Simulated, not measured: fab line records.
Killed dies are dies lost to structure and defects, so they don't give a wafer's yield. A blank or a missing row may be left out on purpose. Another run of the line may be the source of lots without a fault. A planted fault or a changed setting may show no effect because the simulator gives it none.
fab line records | flow nand_harc | part 1 of 2: steps 1 to 3 of 6
record: lots: 20 | wafers: 60 | last_day: 33
route steps=1302 shown A_STAIRCASE@785
lots untouched by any fault: they come from a run of this same line in which no faults occurred
start_h: the number of hours between the record's first day and the start of the first shown wafer of the lot | wait_h: hours elapsed since this lot's preceding step | " repeats the value in the row above | L1.1+2: a row that stands for several wafers | - value missing, or start not given | * or withheld: withheld | < > ~ a bound
route shown NAME@n: a module of which the file shows steps, and the number in the route of the first | usual: mean/standard deviation of fault-free wafers | same: alike in all rows | chamber/n: place in a boat | sites: the reading at each site | _std_site: the values' standard deviation | _edge_site: mean of outer sites minus mean of inner sites | radius_mm: for every site, how far away it sits from the centre of the wafer | mask NAME#n: copy n | behind: the tool/chamber that last shaped the wafer | hold: why the lot was held/for how many hours/how that ended | device: transistor that didn't switch, given as n, p or np | end of line: the tests these same wafers got at the end of their route | a step with no rows: only its recipe | killed: at the first sort, the dies lost to defects and structure; wafer yield is something else | map: the dies of a wafer, with x for killed, . for not killed, _ for no die there
set.NAME: setting as actually run; set.NAME@STEP: the setting as run at that earlier step | model.NAME: the simulator's own value behind a step, which no gauge read
route steps across a sampled set of lots; one table per step, one row per wafer
services: when a tool's chamber went out of use (start_h, in hours from the record's first day, below 0 if earlier), for how many hours, and the reason
== steps ==
step: NHARC_A_STAIRCASE_ETCH_271
recipe: cf4_flow_sccm: 100 | chf3_flow_sccm: 30 | ar_flow_sccm: 0 | rf_w: 500 | bias_w: 200 | chemistry: CF4/CHF3
usual: drypump_motor_current_A: 5.8/0.52 | mfc_ar_sccm: 0.012/0.015 | oes_product_au: 0.947/0.021 | rf_vpp_V: 370.2/1.7 | showerhead_plenum_p_Torr: 1.56/0.045 | throttle_valve_pct: 16.803/0.0095
lot.wafer | tool        | chamber | start_h | wait_h | drypump_motor_current_A | mfc_ar_sccm | oes_product_au | rf_hours_counter_h | rf_vpp_V | showerhead_plenum_p_Torr | throttle_valve_pct
L075.1    | rie_diel-11 | 0       | 382.05  | 0.1    | 6.5                     | 0.032       | 0.971          | 40                 | 370.3    | 1.53                     | 16.788
L075.3    | "           | 1       | "       | "      | 5.7                     | 0           | 0.981          | 38                 | 369.5    | 1.58                     | 16.792
L075.5    | "           | 0       | "       | "      | 6.5                     | 0.032       | 0.961          | -                  | 368.1    | 1.53                     | 16.799
L077.2    | rie_diel-11 | 0       | 401.30  | 0.1    | 6.5                     | 0.032       | 0.959          | 46                 | 368.9    | 1.52                     | 16.814
L077.1    | "           | 2       | "       | "      | 5.6                     | 0.028       | 0.968          | 42                 | 372.3    | 1.61                     | 16.806
L077.3    | "           | 3       | "       | "      | 6.1                     | 0           | 0.979          | 44                 | 368.4    | 1.48                     | 16.789
L078.4    | rie_diel-13 | 2       | 415.08  | 0.1    | 5.0                     | 0           | 0.979          | 21                 | 372.4    | 1.56                     | 16.802
L078.5    | "           | 2       | "       | "      | 4.9                     | 0           | 0.983          | -                  | 371.2    | 1.56                     | 16.791
L078.6    | "           | 3       | "       | "      | 6.3                     | 0           | 0.935          | -                  | 371.5    | 1.60                     | 16.803
L079.1    | rie_diel-02 | 1       | 424.74  | 0.2    | 6.3                     | 0           | 0.947          | 6                  | 373.1    | 1.61                     | 16.808
L079.4    | "           | 2       | "       | "      | 6.3                     | 0.033       | 0.952          | 6                  | 371.1    | 1.55                     | 16.813
L079.6    | "           | 2       | "       | "      | 6.3                     | 0.033       | 0.952          | -                  | 369.6    | 1.55                     | 16.815
L080.1    | rie_diel-13 | 1       | 435.51  | 0.1    | 5.6                     | 0           | 0.919          | 29                 | 368.5    | 1.50                     | 16.792
L080.4    | "           | 2       | "       | "      | 5.0                     | 0           | 0.936          | 27                 | 370.3    | 1.56                     | 16.786
L080.5    | "           | 1       | "       | "      | 5.6                     | 0           | 0.909          | -                  | 367.9    | 1.50                     | 16.804
L081.3    | rie_diel-02 | 0       | 437.40  | 0.1    | 5.1                     | 0           | 0.958          | 12                 | 370.9    | 1.59                     | 16.796
L081.4    | "           | 1       | "       | "      | 6.3                     | 0           | 0.969          | 10                 | 371.9    | 1.61                     | 16.803
L081.5    | "           | 3       | "       | "      | 5.2                     | 0.009       | 0.956          | -                  | 370.3    | 1.54                     | 16.796
L083.3    | rie_diel-13 | 1       | 451.82  | 0.1    | 5.6                     | 0           | 0.948          | 38                 | 367.1    | 1.50                     | 16.803
L083.6    | "           | 1       | "       | "      | 5.6                     | 0           | 0.947          | -                  | 369.8    | 1.50                     | 16.809
L083.5    | "           | 2       | "       | "      | 4.9                     | 0           | 0.999          | -                  | 369.5    | 1.56                     | 16.821
L082.4    | rie_diel-02 | 0       | 453.37  | 0.1    | 5.1                     | 0           | 0.924          | 17                 | 371.2    | 1.58                     | 16.794
L082.5    | "           | 0       | "       | "      | 5.1                     | 0           | 0.917          | -                  | 372.3    | 1.58                     | 16.802
L082.6    | "           | 1       | "       | "      | 6.3                     | 0           | 0.910          | -                  | 372.1    | 1.61                     | 16.789
L084.4    | rie_diel-02 | 1       | 470.55  | 0.1    | 6.3                     | 0           | 0.985          | 21                 | 371.9    | 1.60                     | 16.799
L084.3    | "           | 2       | "       | "      | 6.3                     | 0.033       | 0.983          | 20                 | 369.3    | 1.55                     | 16.785
L084.6    | "           | 1       | "       | "      | 6.3                     | 0           | 0.978          | -                  | 371.8    | 1.60                     | 16.800
L085.1    | rie_diel-02 | 2       | 478.19  | 0.1    | 6.3                     | 0.033       | 0.931          | 21                 | 369.2    | 1.55                     | 16.826
L085.6    | "           | 2       | "       | "      | 6.3                     | 0.033       | 0.934          | -                  | 371.0    | 1.55                     | 16.800
L085.5    | "           | 3       | "       | "      | 5.2                     | 0.009       | 0.928          | -                  | 369.7    | 1.54                     | 16.795
L086.4    | rie_diel-13 | 0       | 494.62  | 0.2    | 5.6                     | 0.039       | 0.942          | 31                 | 373.2    | 1.64                     | 16.802
L086.1    | "           | 1       | "       | "      | 5.6                     | 0           | 0.939          | 48                 | 370.4    | 1.49                     | 16.802
L086.5    | "           | 1       | "       | "      | 5.6                     | 0           | 0.941          | -                  | 366.5    | 1.49                     | 16.794
L089.2    | rie_diel-02 | 2       | 526.32  | 0.1    | 6.3                     | 0.033       | 0.931          | 38                 | 369.2    | 1.54                     | 16.795
L089.1    | "           | 3       | "       | "      | 5.2                     | 0.009       | 0.929          | 41                 | 370.3    | 1.54                     | 16.800
L089.6    | "           | 3       | "       | "      | 5.2                     | 0.009       | 0.929          | -                  | 368.5    | 1.54                     | 16.794
L090.4    | rie_diel-02 | 2       | 535.45  | 0.1    | 6.3                     | 0.033       | 0.967          | 43                 | 370.8    | 1.54                     | 16.802
L090.2    | "           | 1       | "       | "      | 6.3                     | 0           | 0.967          | 43                 | 370.0    | 1.60                     | 16.806
L090.5    | "           | 2       | "       | "      | 6.3                     | 0.033       | 0.965          | -                  | 369.1    | 1.54                     | 16.798
L091.4    | rie_diel-13 | 2       | 536.87  | 0.1    | 4.9                     | 0           | 0.983          | 1                  | 370.9    | 1.55                     | 16.805
L091.1    | "           | 0       | "       | "      | 5.6                     | 0.039       | 0.951          | 2                  | 372.7    | 1.63                     | 16.811
L091.3    | "           | 1       | "       | "      | 5.6                     | 0           | 0.961          | 1                  | 367.1    | 1.49                     | 16.804
L092.1    | rie_diel-13 | 2       | 565.66  | 0.1    | 5.0                     | 0           | 0.948          | 9                  | 370.5    | 1.55                     | 16.806
L092.6    | "           | 0       | "       | "      | 5.6                     | 0.039       | 0.939          | -                  | 373.0    | 1.63                     | 16.808
L092.4    | "           | 1       | "       | "      | 5.6                     | 0           | 0.961          | -                  | 367.9    | 1.49                     | 16.791
L094.3    | rie_diel-11 | 0       | 571.76  | 0.1    | 6.5                     | 0.032       | 0.948          | 44                 | 367.4    | 1.51                     | 16.812
L094.4    | "           | 2       | "       | "      | 5.6                     | 0.028       | 0.967          | 46                 | 372.4    | 1.59                     | 16.794
L094.5    | "           | 3       | "       | "      | 6.1                     | 0           | 0.969          | -                  | 367.3    | 1.47                     | 16.802
L093.2    | rie_diel-13 | 2       | 573.56  | 0.2    | 5.0                     | 0           | 0.941          | 13                 | 369.7    | 1.55                     | 16.825
L093.4    | "           | 0       | "       | "      | 5.6                     | 0.039       | 0.924          | -                  | 372.3    | 1.63                     | 16.811
L093.6    | "           | 1       | "       | "      | 5.6                     | 0           | 0.934          | -                  | 368.2    | 1.49                     | 16.819
L095.2    | rie_diel-11 | 1       | 589.41  | 0.3    | 5.6                     | 0           | 0.916          | 55                 | 370.9    | 1.57                     | 16.817
L095.4    | "           | 3       | "       | "      | 6.1                     | 0           | 0.925          | 52                 | 366.9    | 1.47                     | 16.806
L095.6    | "           | 2       | "       | "      | 5.6                     | 0.028       | 0.932          | -                  | 370.3    | 1.59                     | 16.805
L096.3    | rie_diel-11 | 1       | 601.81  | 0.1    | 5.6                     | 0           | 0.947          | 60                 | 371.3    | 1.57                     | 16.800
L096.1    | "           | 0       | "       | "      | 6.5                     | 0.032       | 0.939          | 56                 | 368.3    | 1.51                     | 16.811
L096.6    | "           | 1       | "       | "      | 5.6                     | 0           | 0.944          | -                  | 370.0    | 1.57                     | 16.799
L097.4    | rie_diel-02 | 1       | 607.39  | 0.1    | 6.4                     | 0           | 0.929          | 10                 | 370.1    | 1.59                     | 16.807
L097.1    | "           | 3       | "       | "      | 5.2                     | 0.009       | 0.933          | 7                  | 369.6    | 1.53                     | 16.789
L097.5    | "           | 1       | "       | "      | 6.4                     | 0           | 0.925          | -                  | 370.7    | 1.59                     | 16.804
step: NHARC_A_STAIRCASE_HM_OPEN_463
recipe: o2_flow_sccm: 400 | cos_flow_sccm: 20 | ar_flow_sccm: 0 | rf_w: 500 | bias_w: 300 | chemistry: O2/COS
usual: drypump_motor_current_A: 5.7/0.49 | mfc_ar_sccm: 0.012/0.016 | oes_product_au: 0.996/0.011 | rf_vpp_V: 466.3/2.3 | showerhead_plenum_p_Torr: 3.08/0.1 | throttle_valve_pct: 28.330/0.0098
lot.wafer | tool        | chamber | start_h | wait_h | drypump_motor_current_A | mfc_ar_sccm | oes_product_au | rf_hours_counter_h | rf_vpp_V | showerhead_plenum_p_Torr | throttle_valve_pct
L075.3    | rie_diel-11 | 2       | -       | -      | 5.6                     | 0.028       | 0.998          | 41                 | 467.9    | 3.19                     | 28.324
L075.1    | "           | 0       | "       | "      | 6.5                     | 0.032       | 0.991          | 45                 | 464.5    | 3.02                     | 28.329
L075.5    | "           | 2       | "       | "      | 5.6                     | 0.028       | 0.998          | -                  | 468.6    | 3.19                     | 28.336
L077.2    | rie_diel-13 | 2       | -       | -      | 5.0                     | 0           | 1.016          | 22                 | 466.4    | 3.10                     | 28.325
L077.1    | "           | 3       | "       | "      | 6.4                     | 0           | 1.009          | 16                 | 468.8    | 3.17                     | 28.332
L077.3    | "           | 0       | "       | "      | 5.6                     | 0.039       | 1.001          | 11                 | 468.9    | 3.26                     | 28.352
L078.4    | rie_diel-13 | 3       | -       | -      | 6.3                     | 0           | 0.998          | 20                 | 468.4    | 3.17                     | 28.345
L078.5    | "           | 2       | "       | "      | 5.0                     | 0           | 1.010          | -                  | 465.4    | 3.10                     | 28.338
L078.6    | "           | 3       | "       | "      | 6.3                     | 0           | 0.994          | -                  | 468.4    | 3.17                     | 28.327
L079.4    | rie_diel-13 | 0       | -       | -      | 5.6                     | 0.039       | 0.994          | 18                 | 469.7    | 3.25                     | 28.326
L079.1    | "           | 1       | "       | "      | 5.6                     | 0           | 0.983          | 31                 | 464.2    | 2.97                     | 28.333
L079.6    | "           | 0       | "       | "      | 5.6                     | 0.039       | 0.982          | -                  | 470.2    | 3.25                     | 28.327
L080.1    | rie_diel-11 | 1       | -       | -      | 5.7                     | 0           | 1.007          | 4                  | 467.8    | 3.14                     | 28.341
L080.4    | "           | 3       | "       | "      | 6.1                     | 0           | 1.021          | 2                  | 462.1    | 2.93                     | 28.329
L080.5    | "           | 2       | "       | "      | 5.6                     | 0.028       | 1.004          | -                  | 467.9    | 3.18                     | 28.327
L081.4    | rie_diel-11 | 2       | -       | -      | 5.6                     | 0.028       | 1.000          | 4                  | 468.5    | 3.18                     | 28.331
L081.3    | "           | 1       | "       | "      | 5.7                     | 0           | 0.990          | 4                  | 468.1    | 3.14                     | 28.343
L081.5    | "           | 3       | "       | "      | 6.1                     | 0           | 1.009          | -                  | 463.5    | 2.93                     | 28.333
L083.3    | rie_diel-02 | 1       | -       | -      | 6.3                     | 0           | 0.987          | 20                 | 468.5    | 3.18                     | 28.322
L083.6    | "           | 3       | "       | "      | 5.2                     | 0.009       | 1.001          | -                  | 465.7    | 3.05                     | 28.321
L083.5    | "           | 0       | "       | "      | 5.1                     | 0           | 0.997          | -                  | 468.4    | 3.14                     | 28.328
L082.4    | rie_diel-02 | 1       | -       | -      | 6.3                     | 0           | 1.002          | 20                 | 467.5    | 3.18                     | 28.327
L082.5    | "           | 0       | "       | "      | 5.1                     | 0           | 0.993          | -                  | 468.2    | 3.14                     | 28.339
L082.6    | "           | 1       | "       | "      | 6.3                     | 0           | 0.995          | -                  | 469.6    | 3.18                     | 28.333
L084.3    | rie_diel-13 | 1       | -       | -      | 5.6                     | 0           | 0.989          | 46                 | 463.7    | 2.97                     | 28.334
L084.4    | "           | 3       | "       | "      | 6.3                     | 0           | 1.011          | 36                 | 468.7    | 3.16                     | 28.341
L084.6    | "           | 1       | "       | "      | 5.6                     | 0           | 0.984          | -                  | 464.4    | 2.97                     | 28.329
L085.1    | rie_diel-13 | 3       | -       | -      | 6.4                     | 0           | 0.996          | 37                 | 468.5    | 3.16                     | 28.323
L085.5    | "           | 0       | "       | "      | 5.6                     | 0.039       | 0.992          | -                  | 470.4    | 3.25                     | 28.323
L085.6    | "           | 1       | "       | "      | 5.6                     | 0           | 0.989          | -                  | 463.8    | 2.97                     | 28.345
L086.1    | rie_diel-11 | 2       | -       | -      | 5.6                     | 0.028       | 1.002          | 25                 | 467.4    | 3.17                     | 28.330
L086.4    | "           | 0       | "       | "      | 6.5                     | 0.032       | 0.977          | 23                 | 465.5    | 3.00                     | 28.330
L086.5    | "           | 3       | "       | "      | 6.1                     | 0           | 0.999          | -                  | 463.2    | 2.92                     | 28.344
L089.1    | rie_diel-02 | 2       | -       | -      | 6.3                     | 0.033       | 1.010          | 45                 | 465.5    | 3.06                     | 28.338
L089.2    | "           | 3       | "       | "      | 5.2                     | 0.009       | 1.010          | 47                 | 466.7    | 3.04                     | 28.321
L089.6    | "           | 1       | "       | "      | 6.3                     | 0           | 1.007          | -                  | 469.8    | 3.17                     | 28.335
L090.2    | rie_diel-13 | 1       | -       | -      | 5.6                     | 0           | 1.004          | 3                  | 464.5    | 2.96                     | 28.321
L090.4    | "           | 2       | "       | "      | 4.9                     | 0           | 0.991          | -                  | 466.6    | 3.08                     | 28.334
L090.5    | "           | 0       | "       | "      | 5.6                     | 0.039       | 0.977          | -                  | 469.9    | 3.24                     | 28.328
L091.1    | rie_diel-11 | 0       | -       | -      | 6.5                     | 0.032       | 0.981          | 37                 | 464.3    | 3.00                     | 28.322
L091.3    | "           | 1       | "       | "      | 5.7                     | 0           | 1.002          | 40                 | 466.8    | 3.12                     | 28.333
L091.4    | "           | 2       | "       | "      | 5.5                     | 0.028       | 1.001          | 40                 | 467.6    | 3.16                     | 28.331
L092.1    | rie_diel-13 | 1       | -       | -      | 5.6                     | 0           | 0.995          | 19                 | 463.4    | 2.95                     | 28.344
L092.4    | "           | 0       | "       | "      | 5.6                     | 0.039       | 0.989          | -                  | 470.4    | 3.23                     | 28.328
L092.6    | "           | 2       | "       | "      | 5.0                     | 0           | 0.989          | -                  | 465.5    | 3.07                     | 28.323
L094.3    | rie_diel-11 | 2       | -       | -      | 5.6                     | 0.028       | 0.986          | 54                 | 469.2    | 3.15                     | 28.335
L094.4    | "           | 1       | "       | "      | 5.7                     | 0           | 0.994          | 54                 | 465.9    | 3.11                     | 28.348
L094.5    | "           | 2       | "       | "      | 5.6                     | 0.028       | 1.000          | -                  | 469.2    | 3.15                     | 28.317
L093.2    | rie_diel-11 | 0       | -       | -      | 6.5                     | 0.032       | 0.991          | 51                 | 464.2    | 2.99                     | 28.334
L093.4    | "           | 2       | "       | "      | 5.6                     | 0.028       | 1.007          | 56                 | 467.2    | 3.15                     | 28.338
L093.6    | "           | 3       | "       | "      | 6.1                     | 0           | 1.002          | -                  | 461.6    | 2.91                     | 28.345
L095.2    | rie_diel-13 | 1       | -       | -      | 5.6                     | 0           | 0.993          | 28                 | 465.0    | 2.95                     | 28.300
L095.4    | "           | 2       | "       | "      | 5.0                     | 0           | 0.995          | -                  | 466.0    | 3.07                     | 28.323
L095.6    | "           | 0       | "       | "      | 5.6                     | 0.039       | 0.996          | -                  | 468.5    | 3.23                     | 28.335
L096.3    | rie_diel-13 | 0       | -       | -      | 5.6                     | 0.039       | 0.975          | 29                 | 467.7    | 3.23                     | 28.323
L096.1    | "           | 1       | "       | "      | 5.6                     | 0           | 0.991          | 31                 | 463.1    | 2.95                     | 28.331
L096.6    | "           | 1       | "       | "      | 5.6                     | 0           | 0.983          | -                  | 463.2    | 2.95                     | 28.331
L097.1    | rie_diel-13 | 1       | -       | -      | 5.6                     | 0           | 0.991          | 33                 | 463.7    | 2.95                     | 28.342
L097.4    | "           | 2       | "       | "      | 5.0                     | 0           | 0.990          | -                  | 464.5    | 3.07                     | 28.310
L097.5    | "           | 0       | "       | "      | 5.6                     | 0.039       | 0.989          | -                  | 471.0    | 3.23                     | 28.313
step: NHARC_A_STAIRCASE_STRIP_316
recipe: o2_flow_sccm: 500 | ar_flow_sccm: 0 | bias_w: 0 | chemistry: O2
usual: drypump_motor_current_A: 5.7/0.49 | mfc_ar_sccm: 0.012/0.016 | oes_product_au: 0.997/0.011 | rf_vpp_V: 57.7/0.88 | showerhead_plenum_p_Torr: 3.49/0.11 | throttle_valve_pct: 17.036/0.0099
lot.wafer | tool        | chamber | start_h | wait_h | drypump_motor_current_A | mfc_ar_sccm | oes_product_au | rf_hours_counter_h | rf_vpp_V | showerhead_plenum_p_Torr | throttle_valve_pct
L075.3    | rie_diel-11 | 3       | -       | -      | 6.1                     | 0           | 1.013          | 43                 | 56.8     | 3.32                     | 17.035
L075.1    | "           | 0       | "       | "      | 6.5                     | 0.032       | 1.002          | 46                 | 56.9     | 3.42                     | 17.036
L075.5    | "           | 2       | "       | "      | 5.6                     | 0.028       | 1.004          | -                  | 58.9     | 3.60                     | 17.038
L077.3    | rie_diel-13 | 3       | -       | -      | 6.3                     | 0           | 1.010          | 16                 | 58.4     | 3.58                     | 17.018
L077.2    | "           | 0       | "       | "      | 5.6                     | 0.039       | 1.004          | 11                 | 56.7     | 3.68                     | 17.044
L077.1    | "           | 1       | "       | "      | 5.6                     | 0           | 0.990          | 23                 | 56.9     | 3.37                     | 17.038
L078.4    | rie_diel-13 | 3       | -       | -      | 6.3                     | 0           | 0.995          | 20                 | 58.7     | 3.58                     | 17.039
L078.6    | "           | 1       | "       | "      | 5.6                     | 0           | 0.979          | -                  | 58.3     | 3.36                     | 17.025
L078.5    | "           | 2       | "       | "      | 5.0                     | 0           | 1.008          | -                  | 57.0     | 3.50                     | 17.027
L079.4    | rie_diel-13 | 0       | -       | -      | 5.6                     | 0.039       | 0.997          | 18                 | 58.6     | 3.67                     | 17.053
L079.1    | "           | 1       | "       | "      | 5.6                     | 0           | 0.992          | 32                 | 56.7     | 3.36                     | 17.044
L079.6    | "           | 1       | "       | "      | 5.6                     | 0           | 0.985          | -                  | 57.2     | 3.36                     | 17.036
L080.4    | rie_diel-11 | 1       | -       | -      | 5.7                     | 0           | 0.995          | 4                  | 58.4     | 3.55                     | 17.032
L080.1    | "           | 2       | "       | "      | 5.6                     | 0.028       | 0.996          | 5                  | 57.2     | 3.59                     | 17.034
L080.5    | "           | 2       | "       | "      | 5.6                     | 0.028       | 0.994          | -                  | 59.1     | 3.59                     | 17.052
L081.3    | rie_diel-11 | 0       | -       | -      | 6.5                     | 0.032       | 0.978          | 5                  | 57.3     | 3.41                     | 17.026
L081.4    | "           | 2       | "       | "      | 5.6                     | 0.028       | 0.993          | 5                  | 57.0     | 3.59                     | 17.053
L081.5    | "           | 0       | "       | "      | 6.5                     | 0.032       | 0.979          | -                  | 58.1     | 3.41                     | 17.035
L083.3    | rie_diel-02 | 3       | -       | -      | 5.2                     | 0.009       | 1.009          | 22                 | 55.8     | 3.45                     | 17.047
L083.5    | "           | 2       | "       | "      | 6.3                     | 0.033       | 0.992          | -                  | 57.7     | 3.47                     | 17.033
L083.6    | "           | 3       | "       | "      | 5.2                     | 0.009       | 1.009          | -                  | 57.3     | 3.45                     | 17.038
L082.4    | rie_diel-02 | 3       | -       | -      | 5.2                     | 0.009       | 0.998          | 23                 | 58.3     | 3.45                     | 17.030
L082.5    | "           | 3       | "       | "      | 5.3                     | 0.009       | 1.012          | -                  | 55.9     | 3.45                     | 17.040
L082.6    | "           | 0       | "       | "      | 5.1                     | 0           | 0.991          | -                  | 57.8     | 3.55                     | 17.036
L084.3    | rie_diel-13 | 3       | -       | -      | 6.4                     | 0           | 1.000          | 36                 | 55.2     | 3.57                     | 17.036
L084.4    | "           | 2       | "       | "      | 5.0                     | 0           | 1.024          | 43                 | 57.5     | 3.49                     | 17.048
L084.6    | "           | 3       | "       | "      | 6.4                     | 0           | 0.994          | -                  | 58.7     | 3.57                     | 17.042
L085.1    | rie_diel-13 | 2       | -       | -      | 5.0                     | 0           | 1.015          | 44                 | 56.3     | 3.49                     | 17.057
L085.6    | "           | 3       | "       | "      | 6.3                     | 0           | 1.024          | -                  | 57.5     | 3.57                     | 17.021
L085.5    | "           | 0       | "       | "      | 5.6                     | 0.039       | 0.999          | -                  | 59.3     | 3.67                     | 17.032
L086.1    | rie_diel-11 | 2       | -       | -      | 5.6                     | 0.028       | 0.993          | 26                 | 56.0     | 3.58                     | 17.033
L086.4    | "           | 3       | "       | "      | 6.1                     | 0           | 1.005          | 23                 | 57.2     | 3.30                     | 17.044
L086.5    | "           | 2       | "       | "      | 5.6                     | 0.028       | 0.995          | -                  | 57.5     | 3.58                     | 17.056
L089.2    | rie_diel-02 | 2       | -       | -      | 6.4                     | 0.033       | 0.999          | 45                 | 57.7     | 3.46                     | 17.038
L089.1    | "           | 3       | "       | "      | 5.3                     | 0.009       | 1.011          | 47                 | 58.2     | 3.44                     | 17.034
L089.6    | "           | 1       | "       | "      | 6.3                     | 0           | 1.001          | -                  | 56.0     | 3.58                     | 17.043
L090.2    | rie_diel-13 | 0       | -       | -      | 5.6                     | 0.039       | 0.979          | 4                  | 60.3     | 3.66                     | 17.030
L090.5    | "           | 1       | "       | "      | 5.6                     | 0           | 1.010          | -                  | 57.9     | 3.35                     | 17.048
L090.4    | "           | 0       | "       | "      | 5.6                     | 0.039       | 0.990          | -                  | 57.9     | 3.66                     | 17.032
L091.3    | rie_diel-11 | 0       | -       | -      | 6.5                     | 0.032       | 0.981          | 37                 | 58.0     | 3.39                     | 17.039
L091.4    | "           | 2       | "       | "      | 5.6                     | 0.028       | 0.996          | 40                 | 58.6     | 3.57                     | 17.040
L091.1    | "           | 3       | "       | "      | 6.1                     | 0           | 0.999          | 37                 | 57.4     | 3.30                     | 17.023
L092.1    | rie_diel-13 | 1       | -       | -      | 5.6                     | 0           | 1.008          | 20                 | 57.0     | 3.34                     | 17.036
L092.6    | "           | 2       | "       | "      | 5.0                     | 0           | 1.003          | -                  | 57.5     | 3.48                     | 17.030
L092.4    | "           | 0       | "       | "      | 5.6                     | 0.039       | 0.983          | -                  | 57.8     | 3.65                     | 17.033
L094.4    | rie_diel-11 | 2       | -       | -      | 5.6                     | 0.028       | 1.005          | 56                 | 57.7     | 3.56                     | 17.030
L094.3    | "           | 0       | "       | "      | 6.5                     | 0.032       | 0.984          | 51                 | 56.3     | 3.38                     | 17.045
L094.5    | "           | 2       | "       | "      | 5.5                     | 0.028       | 1.007          | -                  | 57.0     | 3.56                     | 17.037
L093.4    | rie_diel-11 | 1       | -       | -      | 5.6                     | 0           | 0.996          | 58                 | 57.8     | 3.52                     | 17.046
L093.2    | "           | 3       | "       | "      | 6.1                     | 0           | 0.994          | 54                 | 57.5     | 3.29                     | 17.035
L093.6    | "           | 0       | "       | "      | 6.5                     | 0.032       | 0.979          | -                  | 58.3     | 3.38                     | 17.038
L095.2    | rie_diel-13 | 2       | -       | -      | 5.0                     | 0           | 0.996          | 29                 | 59.0     | 3.47                     | 17.040
L095.4    | "           | 1       | "       | "      | 5.6                     | 0           | 0.982          | -                  | 58.4     | 3.33                     | 17.038
L095.6    | "           | 0       | "       | "      | 5.6                     | 0.039       | 0.983          | -                  | 58.5     | 3.65                     | 17.042
L096.3    | rie_diel-13 | 1       | -       | -      | 5.6                     | 0           | 0.985          | 32                 | 57.1     | 3.33                     | 17.044
L096.1    | "           | 2       | "       | "      | 5.0                     | 0           | 0.994          | 32                 | 57.7     | 3.47                     | 17.039
L096.6    | "           | 0       | "       | "      | 5.6                     | 0.039       | 0.975          | -                  | 59.0     | 3.65                     | 17.046
L097.1    | rie_diel-13 | 1       | -       | -      | 5.6                     | 0           | 0.999          | 34                 | 56.8     | 3.33                     | 17.040
L097.5    | "           | 0       | "       | "      | 5.5                     | 0.039       | 0.979          | -                  | 58.4     | 3.64                     | 17.049
L097.4    | "           | 1       | "       | "      | 5.6                     | 0           | 1.010          | -                  | 56.8     | 3.33                     | 17.040
